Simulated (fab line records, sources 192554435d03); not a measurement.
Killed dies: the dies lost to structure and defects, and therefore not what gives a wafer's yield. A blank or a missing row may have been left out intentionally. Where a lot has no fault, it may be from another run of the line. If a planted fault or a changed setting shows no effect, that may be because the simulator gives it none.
Matching of chambers | flow n5-finfet | 4 sister chambers for N5_FIN_SAQP_MANDREL2_REMOVE_60 on rie-si-04
The step chemistry HBr/Cl2/O2, target a-Si, stops on SiNx, bt time 10 s. 4 wafers are shown with their chamber, then 10 later ones without.

WAFERS, EACH WITH ITS CHAMBER
wafer  | chamber | throttle-valve-pct (%)
L084.6 | 0       | 36.4
L086.3 | 3       | 36.7
L087.1 | 2       | 37.2
L087.2 | 1       | 36.4

WAFERS MISSING THEIR CHAMBER
wafer  | throttle-valve-pct (%)
L087.5 | 37.2
L089.2 | 37.2
L089.3 | 36.7
L089.4 | 36.4
L090.1 | 36.3
L090.3 | 36.4
L090.6 | 36.4
L096.1 | 37.1
L096.3 | 36.4
L096.4 | 36.4

EACH ONE'S CHAMBER
wafer  | from the rows above     | in truth
L087.5 | 2                       | 2
L089.2 | 2                       | 2
L089.3 | 3                       | 3
L089.4 | can't be placed: 0 or 1 | 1
L090.1 | can't be placed: 0 or 1 | 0
L090.3 | can't be placed: 0 or 1 | 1
L090.6 | can't be placed: 0 or 1 | 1
L096.1 | 2                       | 2
L096.3 | can't be placed: 0 or 1 | 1
L096.4 | can't be placed: 0 or 1 | 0
Correctly placed: 4 of 10. Can't be placed from these rows: 6 (the true chamber is among the candidates in 6). Placed wrongly: 0.
How it was worked out, from the rows above alone: a wafer's distance from a chamber is the root of the sum, over the readings, of the square of ((its reading less the chamber's mean) divided by the reading's scatter). If the next closest chamber is less than 2 further off than the closest, the wafer can't be placed; otherwise it belongs to the closest. For every chamber, the mean is computed from those of its wafers that are shown. The scatter: root of mean squared gap, hidden wafer to nearest shown wafer, with one shown wafer a chamber.
